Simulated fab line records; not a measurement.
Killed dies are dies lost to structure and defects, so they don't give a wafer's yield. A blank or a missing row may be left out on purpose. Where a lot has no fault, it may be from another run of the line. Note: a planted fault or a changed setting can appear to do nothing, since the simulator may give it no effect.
fab line records	flow n5-finfet
record lots=24	wafers=72	last-day=21
route steps=1938 shown BEOL_M12@1648 BEOL_M13@1670 BEOL_M14@1729
lots that met no fault: from a run of the same line without faults
start-h: start of the lot's first displayed wafer, in hours after the record's first day	wait-h: hours elapsed since this lot's preceding step	" as in the row above	L1.1+2: a single row standing in for several wafers	- no value, or no start given	* or withheld: withheld	< > ~ a bound
route shown NAME@n: NAME is a module with steps in the file, n the number in the route of the first one	usual: mean/standard deviation taken from wafers without a fault	same: alike in all rows	chamber/n: place in a boat	sites: per-site readings	_std_site: the standard deviation of these	_edge_site: outer sites' mean less inner sites'	radius-mm: how far each site lies from the wafer's centre	mask NAME#n: copy n	behind: the tool/chamber that last shaped the wafer	hold: what put the lot on hold/how long, in hours/how the hold closed	device: transistor that didn't switch, given as n, p or np	end of line: the tests these same wafers got at the end of their route	a step without rows: its recipe alone	killed: at the first sort, the dies lost to defects and structure; wafer yield is something else	map: a wafer's dies, marking killed ones x, the rest . and places with no die _
set.NAME: the run value of the setting; set.NAME@STEP: its run value at that earlier step	model.NAME: the simulator's own value behind a step, which no gauge read
one table for each step of the route and one row for each wafer, over a sample of lots
services: a tool's chamber out of use, with start hour (start-h, from the record's first day; less than 0 if before it), hours out, and reason
## steps
# step N5_BEOL_M12_SPUTTER_43
# recipe material=TaN	target-thk-a=150	temp-c=50	bias-v=168.6	power-w=15000	chamber-pressure-pa=0.12	time-s=24.19
# usual cathode-dc-power-W=15000/2.7	throttle-valve-pct=30.0/0.79
lot.wafer	tool	chamber	start-h	wait-h	cathode-dc-power-W	throttle-valve-pct
L074.1	pvd-sputter-03	-	313.80	0.0	14997	29.5
L074.4	"	-	"	"	15001	31.6
L074.6	"	-	"	"	14993	30.8
L077.2	pvd-sputter-03	-	330.88	0.0	15003	31.0
L077.3	"	-	"	"	15001	29.4
L077.5	"	-	"	"	14999	29.7
L075.2	pvd-sputter-03	-	334.60	0.0	15001	29.5
L075.3	"	-	"	"	14998	31.1
L075.4	"	-	"	"	15000	28.9
L076.2	pvd-sputter-01	-	340.83	0.0	15002	29.4
L076.4	"	-	"	"	15000	29.2
L076.6	"	-	"	"	15000	29.1
L078.2	pvd-sputter-03	-	347.15	0.0	15001	29.7
L078.4	"	-	"	"	15003	30.4
L078.5	"	-	"	"	14995	29.7
L080.2	pvd-sputter-01	-	357.85	0.0	14997	29.7
L080.4	"	-	"	"	15005	29.1
L080.5	"	-	"	"	15006	29.7
L082.3	pvd-sputter-03	-	361.69	0.0	15002	29.5
L082.4	"	-	"	"	15005	31.0
L082.6	"	-	"	"	14998	28.8
L079.4	pvd-sputter-01	-	374.42	0.0	15001	29.2
L079.5	"	-	"	"	15003	29.8
L079.6	"	-	"	"	15001	29.7
L086.2	pvd-sputter-01	-	389.76	0.0	15000	29.4
L086.3	"	-	"	"	15003	31.2
L086.4	"	-	"	"	14994	29.4
L081.3	pvd-sputter-02	-	396.18	0.0	15000	29.4
L081.5	"	-	"	"	15001	29.9
L081.6	"	-	"	"	15000	29.3
L083.2	pvd-sputter-03	-	401.16	0.0	15000	30.2
L083.3	"	-	"	"	15002	29.6
L083.6	"	-	"	"	14999	30.2
L084.1	pvd-sputter-01	-	401.33	0.0	15003	29.6
L084.4	"	-	"	"	15005	31.2
L084.5	"	-	"	"	14995	31.2
L090.3	pvd-sputter-03	-	410.76	0.0	15000	28.9
L090.4	"	-	"	"	14999	29.8
L090.6	"	-	"	"	15002	30.5
L085.2	pvd-sputter-01	-	411.36	0.0	14998	29.9
L085.3	"	-	"	"	15000	29.4
L085.4	"	-	"	"	15000	31.0
L089.1	pvd-sputter-01	-	426.03	0.0	14997	29.6
L089.2	"	-	"	"	15001	29.8
L089.4	"	-	"	"	15001	31.3
L087.1	pvd-sputter-02	-	429.01	0.0	14999	29.9
L087.2	"	-	"	"	14998	30.0
L087.6	"	-	"	"	14999	29.5
L088.2	pvd-sputter-02	-	429.37	0.0	15002	29.3
L088.5	"	-	"	"	14998	29.7
L088.6	"	-	"	"	14999	30.1
L091.3	pvd-sputter-01	-	434.18	0.0	15001	29.3
L091.4	"	-	"	"	15003	31.3
L091.5	"	-	"	"	15002	31.0
L096.1	pvd-sputter-03	-	444.90	0.0	15005	31.3
L096.2	"	-	"	"	15003	30.6
L096.5	"	-	"	"	15000	31.2
L092.2	pvd-sputter-02	-	448.50	0.0	15005	30.4
L092.3	"	-	"	"	14994	29.6
L092.5	"	-	"	"	14999	30.6
L094.2	pvd-sputter-01	-	448.52	0.0	15003	31.1
L094.3	"	-	"	"	15005	29.4
L094.4	"	-	"	"	15001	29.4
L093.2	pvd-sputter-01	-	458.50	0.0	15002	29.8
L093.3	"	-	"	"	14999	30.9
L093.6	"	-	"	"	15001	29.7
L095.1	pvd-sputter-03	-	458.92	0.0	14998	31.3
L095.2	"	-	"	"	15000	28.6
L095.6	"	-	"	"	15003	29.5
L097.4	pvd-sputter-02	-	466.01	0.0	14997	29.9
L097.5	"	-	"	"	15000	30.7
L097.6	"	-	"	"	14997	29.4
# step N5_BEOL_M12_ANNEAL_48
# recipe temp-c=225	time-s=90	ambient=N2
# usual wafer_temp_C_max=226.09/0.28
lot.wafer	tool	chamber	start-h	wait-h	wafer_temp_C_max
L074.1	rtp-anneal-01	0	314.46	0.3	225.89
L074.4	"	0	"	"	226.05
L074.6	"	0	"	"	226.49
L077.2	rtp-anneal-01	0	331.43	0.2	226.44
L077.3	"	0	"	"	226.17
L077.5	"	0	"	"	226.26
L075.2	rtp-anneal-01	0	335.23	0.3	226.32
L075.3	"	0	"	"	226.60
L075.4	"	0	"	"	226.52
L076.2	rtp-anneal-02	0	341.30	0.1	226.02
L076.4	"	0	"	"	226.28
L076.6	"	0	"	"	225.80
L078.2	rtp-anneal-01	0	347.61	0.1	226.10
L078.4	"	0	"	"	226.21
L078.5	"	0	"	"	226.16
L080.2	rtp-anneal-02	0	358.47	0.3	225.91
L080.4	"	0	"	"	225.66
L080.5	"	0	"	"	225.77
L082.3	rtp-anneal-01	0	362.20	0.2	226.18
L082.4	"	0	"	"	226.31
L082.6	"	0	"	"	226.41
L079.4	rtp-anneal-02	0	374.97	0.2	225.86
L079.5	"	0	"	"	226.10
L079.6	"	0	"	"	225.87
L086.2	rtp-anneal-01	0	390.41	0.3	226.45
L086.3	"	0	"	"	226.43
L086.4	"	0	"	"	226.21
L081.3	rtp-anneal-02	0	396.69	0.2	225.90
L081.5	"	0	"	"	225.90
L081.6	"	0	"	"	226.00
L083.2	rtp-anneal-02	0	401.63	0.1	225.72
L083.3	"	0	"	"	225.98
L083.6	"	0	"	"	226.23
L084.1	rtp-anneal-01	0	401.76	0.1	226.16
L084.4	"	0	"	"	226.80
L084.5	"	0	"	"	226.57
L090.3	rtp-anneal-02	0	411.27	0.2	225.94
L090.4	"	0	"	"	226.52
L090.6	"	0	"	"	226.07
L085.2	rtp-anneal-02	0	411.83	0.1	225.82
L085.3	"	0	"	"	226.04
L085.4	"	0	"	"	226.16
L089.1	rtp-anneal-01	0	426.63	0.3	225.71
L089.2	"	0	"	"	226.01
L089.4	"	0	"	"	226.12
L087.1	rtp-anneal-02	0	430.13	0.7	225.93
L087.2	"	0	"	"	225.95
L087.6	"	0	"	"	226.00
L088.2	rtp-anneal-01	0	430.62	0.9	226.17
L088.5	"	0	"	"	226.33
L088.6	"	0	"	"	226.03
L091.3	rtp-anneal-02	0	434.70	0.2	226.23
L091.4	"	0	"	"	226.26
L091.5	"	0	"	"	225.77
L096.1	rtp-anneal-02	0	445.79	0.6	225.66
L096.2	"	0	"	"	226.00
L096.5	"	0	"	"	226.18
L092.2	rtp-anneal-01	0	449.01	0.2	226.16
L092.3	"	0	"	"	225.94
L092.5	"	0	"	"	226.45
L094.2	rtp-anneal-02	0	449.24	0.3	225.73
L094.3	"	0	"	"	225.98
L094.4	"	0	"	"	226.00
L093.2	rtp-anneal-02	0	458.97	0.1	225.78
L093.3	"	0	"	"	225.89
L093.6	"	0	"	"	225.65
L095.1	rtp-anneal-02	0	459.34	0.1	225.81
L095.2	"	0	"	"	225.98
L095.6	"	0	"	"	226.23
L097.4	rtp-anneal-02	0	466.57	0.2	226.10
L097.5	"	0	"	"	225.93
L097.6	"	0	"	"	226.27
# step N5_BEOL_M13_OVL_MEAS_11
# recipe points-per-wafer=44
# usual V12_OVL=3/5.8
lot.wafer	tool	chamber	start-h	wait-h	V12_OVL[nm]
L074.1	overlay-01	0	315.86	0.0	0
L074.4	"	0	"	"	2
L074.6	"	0	"	"	-5
L077.2	overlay-02	0	332.65	0.0	-1
L077.3	"	0	"	"	2
L077.5	"	0	"	"	1
L075.2	overlay-02	0	337.48	0.0	-2
L075.3	"	0	"	"	-5
L075.4	"	0	"	"	1
L076.2	overlay-01	0	342.63	0.0	-1
L076.4	"	0	"	"	-2
L076.6	"	0	"	"	0
L078.2	overlay-02	0	348.97	0.0	9
L078.4	"	0	"	"	-2
L078.5	"	0	"	"	11
L080.2	overlay-02	0	359.85	0.0	10
L080.4	"	0	"	"	7
L080.5	"	0	"	"	12
L082.3	overlay-02	0	363.50	0.0	2
L082.4	"	0	"	"	4
L082.6	"	0	"	"	7
L079.4	overlay-02	0	376.11	0.0	7
L079.5	"	0	"	"	17
L079.6	"	0	"	"	7
L086.2	overlay-01	0	391.65	0.0	12
L086.3	"	0	"	"	8
L086.4	"	0	"	"	9
L081.3	overlay-02	0	398.00	0.0	2
L081.5	"	0	"	"	-7
L081.6	"	0	"	"	-1
L083.2	overlay-02	0	402.97	0.0	3
L083.3	"	0	"	"	-3
L083.6	"	0	"	"	1
L084.1	overlay-02	0	403.13	0.0	4
L084.4	"	0	"	"	8
L084.5	"	0	"	"	11
L090.3	overlay-02	0	412.57	0.0	6
L090.4	"	0	"	"	-5
L090.6	"	0	"	"	1
L085.2	overlay-02	0	413.20	0.0	10
L085.3	"	0	"	"	7
L085.4	"	0	"	"	10
L089.1	overlay-02	0	428.02	0.0	-3
L089.2	"	0	"	"	4
L089.4	"	0	"	"	2
L087.1	overlay-02	0	431.49	0.0	-5
L087.2	"	0	"	"	4
L087.6	"	0	"	"	2
L088.2	overlay-02	0	431.95	0.0	15
L088.5	"	0	"	"	14
L088.6	"	0	"	"	11
L091.3	overlay-02	0	435.99	0.0	-3
L091.4	"	0	"	"	-4
L091.5	"	0	"	"	-2
L096.1	overlay-02	0	447.05	0.0	-4
L096.2	"	0	"	"	-12
L096.5	"	0	"	"	0
L092.2	overlay-02	0	450.46	0.0	-1
L092.3	"	0	"	"	-2
L092.5	"	0	"	"	-8
L094.2	overlay-02	0	450.64	0.0	10
L094.3	"	0	"	"	6
L094.4	"	0	"	"	7
L093.2	overlay-02	0	460.33	0.0	-2
L093.3	"	0	"	"	0
L093.6	"	0	"	"	0
L095.1	overlay-02	0	460.74	0.0	8
L095.2	"	0	"	"	13
L095.6	"	0	"	"	11
L097.4	overlay-02	0	467.71	0.0	7
L097.5	"	0	"	"	5
L097.6	"	0	"	"	10
# step N5_BEOL_M13_OVL_MEAS_29
# recipe points-per-wafer=44
# usual M13_OVL=-3/5.7
lot.wafer	tool	chamber	start-h	wait-h	M13_OVL[nm]
L074.1	overlay-01	0	316.81	0.0	4
L074.4	"	0	"	"	5
L074.6	"	0	"	"	1
L077.2	overlay-02	0	333.59	0.0	3
L077.3	"	0	"	"	0
L077.5	"	0	"	"	-7
L075.2	overlay-01	0	338.55	0.0	-5
L075.3	"	0	"	"	-1
L075.4	"	0	"	"	-2
L076.2	overlay-02	0	343.58	0.0	7
L076.4	"	0	"	"	-1
L076.6	"	0	"	"	4
L078.2	overlay-01	0	350.51	0.0	-13
L078.4	"	0	"	"	-4
L078.5	"	0	"	"	-3
L080.2	overlay-01	0	360.82	0.0	-3
L080.4	"	0	"	"	-1
L080.5	"	0	"	"	6
L082.3	overlay-01	0	364.48	0.0	-5
L082.4	"	0	"	"	-6
L082.6	"	0	"	"	-3
L079.4	overlay-02	0	377.05	0.0	7
L079.5	"	0	"	"	8
L079.6	"	0	"	"	2
L086.2	overlay-01	0	392.60	0.0	4
L086.3	"	0	"	"	4
L086.4	"	0	"	"	7
L081.3	overlay-02	0	399.07	0.0	-3
L081.5	"	0	"	"	-10
L081.6	"	0	"	"	-10
L083.2	overlay-02	0	404.04	0.0	-5
L083.3	"	0	"	"	-7
L083.6	"	0	"	"	0
L084.1	overlay-02	0	404.37	0.0	1
L084.4	"	0	"	"	-6
L084.5	"	0	"	"	-3
L090.3	overlay-01	0	413.60	0.0	6
L090.4	"	0	"	"	-1
L090.6	"	0	"	"	-6
L085.2	overlay-01	0	414.31	0.0	-8
L085.3	"	0	"	"	-10
L085.4	"	0	"	"	-2
L089.1	overlay-02	0	429.47	0.0	-2
L089.2	"	0	"	"	-9
L089.4	"	0	"	"	-6
L087.1	overlay-02	0	432.57	0.0	-5
L087.2	"	0	"	"	-3
L087.6	"	0	"	"	-13
L088.2	overlay-02	0	432.90	0.0	-9
L088.5	"	0	"	"	-6
L088.6	"	0	"	"	-7
L091.3	overlay-02	0	437.25	0.0	-10
L091.4	"	0	"	"	-5
L091.5	"	0	"	"	-10
L096.1	overlay-02	0	448.04	0.0	-5
L096.2	"	0	"	"	-2
L096.5	"	0	"	"	-9
L092.2	overlay-02	0	452.09	0.0	-10
L092.3	"	0	"	"	-3
L092.5	"	0	"	"	-8
L094.2	overlay-02	0	452.64	0.0	-6
L094.3	"	0	"	"	-7
L094.4	"	0	"	"	-7
L093.2	overlay-02	0	461.29	0.0	-3
L093.3	"	0	"	"	-3
L093.6	"	0	"	"	0
L095.1	overlay-02	0	461.81	0.0	-5
L095.2	"	0	"	"	5
L095.6	"	0	"	"	3
L097.4	overlay-02	0	468.66	0.0	10
L097.5	"	0	"	"	5
L097.6	"	0	"	"	12
# step N5_BEOL_M14_DESCUM_15
# recipe chemistry=O2	time-s=7.9	source-power-w=50	bias-power-w=20	pressure-mtorr=20	rf-frequency-hz=2.712e+07	temp-c=40	o2-flow-sccm=225
# usual chamber-pressure-mTorr=20.001/0.019	drypump-motor-current-A=5.68/0.19	oes-product-au=0.79/0.075	rf-vpp-V=242.6/1.1	showerhead-plenum-p-Torr=2.05/0.065	throttle-valve-pct=20.42/0.29
lot.wafer	tool	chamber	start-h	wait-h	chamber-pressure-mTorr	drypump-motor-current-A	oes-product-au	rf-hours-counter-h	rf-vpp-V	showerhead-plenum-p-Torr	throttle-valve-pct
L074.1	rie-diel-04	2	326.82	0.1	20.017	5.38	0.90	27	245.1	2.14	20.26
L074.4	"	1	"	"	20.026	5.89	0.87	46	242.4	2.05	20.27
L074.6	"	3	"	"	20.006	5.23	0.70	-	243.3	2.16	20.93
L077.2	rie-diel-03	3	340.44	0.1	19.990	5.67	0.74	182	241.3	1.96	20.18
L077.3	"	1	"	"	19.977	5.78	0.72	177	241.8	2.00	20.81
L077.5	"	3	"	"	19.978	5.66	0.75	-	241.5	1.96	20.18
L075.2	rie-diel-04	2	343.47	0.2	20.001	5.39	0.89	32	243.1	2.14	20.25
L075.3	"	1	"	"	19.995	5.92	0.86	51	242.8	2.04	20.28
L075.4	"	0	"	"	19.982	5.86	0.85	65	242.3	2.05	20.69
L076.2	rie-diel-01	2	348.94	0.2	19.998	5.64	0.69	221	243.9	2.06	20.88
L076.4	"	0	"	"	20.013	5.73	0.77	148	241.0	1.99	20.36
L076.6	"	3	"	"	20.006	5.87	0.85	-	242.7	2.02	19.90
L078.2	rie-diel-01	1	355.69	0.0	19.994	5.52	0.78	130	244.2	2.16	20.39
L078.4	"	3	"	"	20.020	5.87	0.86	47	242.4	2.02	19.91
L078.5	"	3	"	"	19.998	5.87	0.85	-	242.2	2.02	19.91
L080.2	rie-diel-04	2	363.94	0.0	19.994	5.41	0.89	39	243.4	2.14	20.28
L080.4	"	3	"	"	19.986	5.26	0.70	226	245.0	2.16	20.93
L080.5	"	1	"	"	19.982	5.93	0.85	-	240.6	2.04	20.30
L082.3	rie-diel-01	2	376.35	0.0	20.010	5.64	0.69	230	242.6	2.06	20.90
L082.4	"	1	"	"	19.997	5.54	0.77	136	245.5	2.15	20.40
L082.6	"	3	"	"	19.977	5.85	0.85	-	242.3	2.02	19.93
L079.4	rie-diel-03	3	382.89	0.0	20.020	5.66	0.73	199	242.8	1.95	20.18
L079.5	"	1	"	"	19.969	5.79	0.72	-	241.5	2.00	20.82
L079.6	"	0	"	"	20.029	5.52	0.91	-	243.0	2.06	20.23
L086.2	rie-diel-03	1	398.30	0.0	20.012	5.78	0.71	198	242.2	2.00	20.82
L086.3	"	0	"	"	20.001	5.53	0.90	22	242.8	2.06	20.24
L086.4	"	3	"	"	19.994	5.68	0.73	-	242.1	1.95	20.21
L081.3	rie-diel-03	0	403.30	0.1	20.011	5.53	0.90	24	242.2	2.06	20.24
L081.5	"	3	"	"	19.985	5.62	0.72	-	240.7	1.95	20.19
L081.6	"	1	"	"	19.980	5.77	0.71	-	242.5	1.99	20.82
L083.2	rie-diel-01	0	408.57	0.0	19.978	5.71	0.76	169	242.1	1.99	20.39
L083.3	"	3	"	"	20.001	5.85	0.85	66	241.5	2.01	19.96
L083.6	"	1	"	"	19.990	5.51	0.76	-	244.5	2.15	20.42
L084.1	rie-diel-01	1	409.01	0.0	19.976	5.54	0.76	148	243.7	2.15	20.41
L084.4	"	0	"	"	19.974	5.76	0.76	169	240.6	1.99	20.38
L084.5	"	1	"	"	20.005	5.55	0.76	-	243.4	2.15	20.42
L090.3	rie-diel-04	2	420.57	0.0	20.038	5.40	0.86	58	243.2	2.13	20.30
L090.4	"	2	"	"	19.994	5.40	0.85	-	243.3	2.13	20.30
L090.6	"	0	"	"	19.968	5.83	0.81	-	242.9	2.04	20.73
L085.2	rie-diel-01	3	420.83	0.0	20.009	5.84	0.84	72	241.8	2.01	19.96
L085.3	"	0	"	"	19.996	5.70	0.76	174	242.5	1.99	20.41
L085.4	"	2	"	"	19.987	5.64	0.68	248	241.7	2.05	20.90
L089.1	rie-diel-01	0	437.16	0.1	19.998	5.74	0.76	181	242.4	1.98	20.41
L089.2	"	3	"	"	20.019	5.84	0.83	79	242.3	2.01	19.96
L089.4	"	0	"	"	20.017	5.73	0.75	-	241.7	1.98	20.39
L087.1	rie-diel-01	0	438.76	0.0	19.999	5.76	0.74	182	242.3	1.98	20.41
L087.2	"	1	"	"	20.016	5.52	0.75	157	243.8	2.15	20.44
L087.6	"	1	"	"	20.029	5.51	0.75	-	244.6	2.15	20.43
L088.2	rie-diel-04	1	439.44	0.0	20.008	5.92	0.82	86	241.3	2.03	20.31
L088.5	"	1	"	"	20.021	5.93	0.82	-	241.3	2.03	20.34
L088.6	"	2	"	"	19.982	5.43	0.84	-	242.7	2.13	20.31
L091.3	rie-diel-01	0	444.80	0.1	19.999	5.76	0.75	185	240.3	1.98	20.41
L091.4	"	0	"	"	19.979	5.74	0.74	-	241.2	1.98	20.41
L091.5	"	1	"	"	20.018	5.53	0.74	-	245.7	2.15	20.43
L096.1	rie-diel-04	2	453.65	0.1	19.951	5.42	0.84	72	243.3	2.13	20.32
L096.2	"	3	"	"	20.011	5.22	0.69	247	243.4	2.15	20.99
L096.5	"	3	"	"	19.988	5.24	0.67	-	243.8	2.15	20.99
L092.2	rie-diel-03	2	457.77	0.0	19.996	5.96	0.93	15	243.0	2.13	20.17
L092.3	"	0	"	"	20.006	5.54	0.84	48	242.2	2.05	20.27
L092.5	"	1	"	"	19.966	5.79	0.69	-	241.4	1.99	20.86
L094.2	rie-diel-03	1	459.90	0.2	19.988	5.79	0.69	222	242.5	1.99	20.87
L094.3	"	2	"	"	20.022	5.94	0.92	16	242.8	2.13	20.19
L094.4	"	3	"	"	19.986	5.64	0.71	229	241.6	1.94	20.25
L093.2	rie-diel-03	3	465.91	0.7	19.998	5.66	0.70	232	241.1	1.94	20.23
L093.3	"	0	"	"	20.009	5.54	0.84	52	242.5	2.05	20.29
L093.6	"	3	"	"	20.046	5.65	0.71	-	241.9	1.94	20.25
L095.1	rie-diel-03	0	466.26	0.8	20.037	5.53	0.84	52	242.2	2.05	20.29
L095.2	"	2	"	"	19.990	5.99	0.92	19	244.0	2.13	20.18
L095.6	"	0	"	"	20.009	5.53	0.83	-	242.5	2.05	20.28
L097.4	rie-diel-04	1	476.62	0.5	19.993	5.90	0.81	-	240.8	2.03	20.34
L097.5	"	2	"	"	20.018	5.41	0.83	-	243.7	2.12	20.35
L097.6	"	0	"	"	19.996	5.86	0.80	-	242.4	2.04	20.77
# step N5_BEOL_M14_STRIP_64
# recipe chemistry=O2	power-w=600	temp-c=60	pressure-mtorr=30	rf-frequency-hz=6e+07	bias-power-w=0	overash-fraction=0.3	o2-flow-sccm=225
# usual chamber-pressure-mTorr=29.998/0.028	drypump-motor-current-A=5.68/0.19	oes-product-au=0.79/0.074	rf-vpp-V=3.6/0.5	showerhead-plenum-p-Torr=2.06/0.065	throttle-valve-pct=16.67/0.28
lot.wafer	tool	chamber	start-h	wait-h	chamber-pressure-mTorr	drypump-motor-current-A	oes-product-au	rf-hours-counter-h	rf-vpp-V	showerhead-plenum-p-Torr	throttle-valve-pct
L074.1	rie-diel-04	2	-	-	29.995	5.42	0.90	28	3.3	2.15	16.47
L074.4	"	1	"	"	30.001	5.92	0.86	46	3.2	2.05	16.51
L074.6	"	3	"	"	29.983	5.22	0.70	-	3.2	2.17	17.18
L077.2	rie-diel-03	3	-	-	30.037	5.64	0.74	182	3.5	1.96	16.52
L077.3	"	1	"	"	30.008	5.77	0.72	177	4.5	2.01	16.95
L077.5	"	3	"	"	30.036	5.64	0.75	-	3.8	1.96	16.52
L075.2	rie-diel-04	2	-	-	30.036	5.40	0.90	32	3.4	2.14	16.47
L075.3	"	1	"	"	29.966	5.91	0.87	52	3.0	2.05	16.52
L075.4	"	0	"	"	29.990	5.85	0.86	65	3.7	2.06	16.85
L076.2	rie-diel-01	2	-	-	29.989	5.65	0.70	221	3.4	2.07	17.14
L076.4	"	0	"	"	30.018	5.78	0.78	148	4.3	2.00	16.64
L076.6	"	3	"	"	29.968	5.84	0.86	-	2.9	2.02	16.18
L078.2	rie-diel-01	1	-	-	30.020	5.55	0.77	130	3.6	2.16	16.67
L078.4	"	3	"	"	30.024	5.87	0.85	47	3.8	2.02	16.19
L078.5	"	3	"	"	30.004	5.88	0.86	-	4.1	2.02	16.19
L080.2	rie-diel-04	2	-	-	29.998	5.39	0.88	39	3.6	2.14	16.50
L080.4	"	3	"	"	30.002	5.25	0.70	226	3.2	2.16	17.19
L080.5	"	1	"	"	29.977	5.90	0.85	-	3.9	2.05	16.53
L082.3	rie-diel-01	2	-	-	30.031	5.65	0.69	230	3.7	2.06	17.17
L082.4	"	1	"	"	29.999	5.53	0.77	136	3.3	2.16	16.68
L082.6	"	3	"	"	29.969	5.89	0.85	-	2.6	2.02	16.19
L079.4	rie-diel-03	3	-	-	29.966	5.65	0.73	199	3.3	1.96	16.55
L079.5	"	1	"	"	29.992	5.78	0.72	-	3.6	2.00	16.97
L079.6	"	0	"	"	30.041	5.52	0.91	-	3.8	2.07	16.42
L086.2	rie-diel-03	1	-	-	30.007	5.76	0.72	199	3.9	2.00	17.00
L086.3	"	0	"	"	30.004	5.53	0.90	22	4.0	2.06	16.42
L086.4	"	3	"	"	29.994	5.64	0.72	-	4.1	1.95	16.58
L081.3	rie-diel-03	0	-	-	29.980	5.53	0.89	25	3.7	2.06	16.42
L081.5	"	3	"	"	30.016	5.65	0.73	-	3.5	1.95	16.57
L081.6	"	1	"	"	29.966	5.78	0.71	-	3.7	2.00	16.99
L083.2	rie-diel-01	0	-	-	30.001	5.74	0.76	169	2.8	1.99	16.67
L083.3	"	3	"	"	30.004	5.86	0.86	66	3.4	2.02	16.22
L083.6	"	1	"	"	30.044	5.52	0.76	-	4.5	2.15	16.70
L084.1	rie-diel-01	1	-	-	29.963	5.55	0.76	149	3.6	2.15	16.68
L084.4	"	0	"	"	29.978	5.73	0.75	169	3.4	1.99	16.69
L084.5	"	1	"	"	30.016	5.56	0.76	-	3.3	2.15	16.69
L090.3	rie-diel-04	2	-	-	29.997	5.43	0.86	58	4.5	2.14	16.52
L090.4	"	2	"	"	29.976	5.43	0.85	-	3.6	2.14	16.53
L090.6	"	0	"	"	30.042	5.87	0.81	-	4.4	2.05	16.90
L085.2	rie-diel-01	3	-	-	30.011	5.85	0.84	72	3.6	2.02	16.23
L085.3	"	0	"	"	30.054	5.73	0.76	174	3.3	1.99	16.69
L085.4	"	2	"	"	30.048	5.64	0.68	248	3.8	2.06	17.20
L089.1	rie-diel-01	0	-	-	30.010	5.75	0.75	181	3.0	1.99	16.70
L089.2	"	3	"	"	29.994	5.85	0.83	79	4.1	2.01	16.27
L089.4	"	0	"	"	30.027	5.74	0.75	-	3.4	1.99	16.69
L087.1	rie-diel-01	0	-	-	29.934	5.73	0.75	182	4.4	1.99	16.71
L087.2	"	1	"	"	29.996	5.53	0.75	157	5.0	2.15	16.73
L087.6	"	1	"	"	29.978	5.55	0.74	-	3.8	2.15	16.72
L088.2	rie-diel-04	1	-	-	29.976	5.95	0.82	86	4.0	2.04	16.59
L088.5	"	1	"	"	29.985	5.91	0.83	-	3.0	2.04	16.59
L088.6	"	2	"	"	30.051	5.42	0.85	-	3.6	2.13	16.54
L091.3	rie-diel-01	0	-	-	29.990	5.75	0.75	185	3.2	1.99	16.72
L091.4	"	0	"	"	29.981	5.76	0.75	-	4.0	1.99	16.70
L091.5	"	1	"	"	29.986	5.53	0.75	-	3.6	2.15	16.72
L096.1	rie-diel-04	2	-	-	29.949	5.39	0.84	72	4.5	2.13	16.55
L096.2	"	3	"	"	29.977	5.23	0.68	247	3.6	2.16	17.21
L096.5	"	3	"	"	29.968	5.21	0.68	-	4.3	2.16	17.24
L092.2	rie-diel-03	2	-	-	30.000	5.98	0.92	15	4.6	2.13	16.41
L092.3	"	0	"	"	30.032	5.50	0.84	48	4.0	2.06	16.48
L092.5	"	1	"	"	29.997	5.78	0.68	-	3.0	1.99	17.06
L094.2	rie-diel-03	1	-	-	29.942	5.76	0.69	222	3.5	1.99	17.04
L094.3	"	2	"	"	30.001	5.94	0.92	16	3.6	2.13	16.43
L094.4	"	3	"	"	29.987	5.66	0.70	230	2.6	1.95	16.59
L093.2	rie-diel-03	3	-	-	30.042	5.66	0.71	232	4.1	1.94	16.61
L093.3	"	0	"	"	29.997	5.54	0.83	52	2.8	2.05	16.49
L093.6	"	3	"	"	29.995	5.63	0.71	-	4.1	1.95	16.61
L095.1	rie-diel-03	0	-	-	30.029	5.52	0.84	52	3.2	2.05	16.49
L095.2	"	2	"	"	29.987	5.97	0.91	19	4.8	2.13	16.42
L095.6	"	0	"	"	29.987	5.53	0.84	-	3.8	2.05	16.49
L097.4	rie-diel-04	1	-	-	30.009	5.90	0.80	-	3.7	2.03	16.62
L097.5	"	2	"	"	29.970	5.40	0.83	-	4.4	2.13	16.58
L097.6	"	0	"	"	29.978	5.84	0.79	-	3.7	2.04	16.94
## services
tool	chamber	start-h	hours	kind
rie-diel-03	3	289.92	5.3	repair
rie-diel-04	0	298.90	4.3	repair
rie-diel-03	0	309.46	-	clean
rie-diel-03	0	309.46	-	consumable-replace:focus-ring
rie-diel-03	0	309.46	30.7	scheduled-down
rie-diel-03	0	309.46	30.7	vent-cycle
rie-diel-04	2	332.82	4.0	repair
rie-diel-03	2	390.73	-	clean
rie-diel-03	2	390.73	-	consumable-replace:focus-ring
rie-diel-03	2	390.73	25.9	scheduled-down
rie-diel-03	2	390.73	25.9	vent-cycle
rie-diel-01	0	394.03	3.4	repair
rie-diel-04	3	403.00	26.1	repair
rie-diel-01	1	409.37	8.5	repair
rie-diel-03	1	417.77	8.0	repair
rie-diel-01	2	426.22	-	clean
rie-diel-01	2	426.22	-	consumable-replace:focus-ring
rie-diel-01	2	426.22	24.0	scheduled-down
rie-diel-01	2	426.22	24.0	vent-cycle
rie-diel-03	2	439.39	1.4	repair
pvd-sputter-02	-	472.31	0.6	repair
rie-diel-04	3	476.30	4.0	repair
## key
fault none
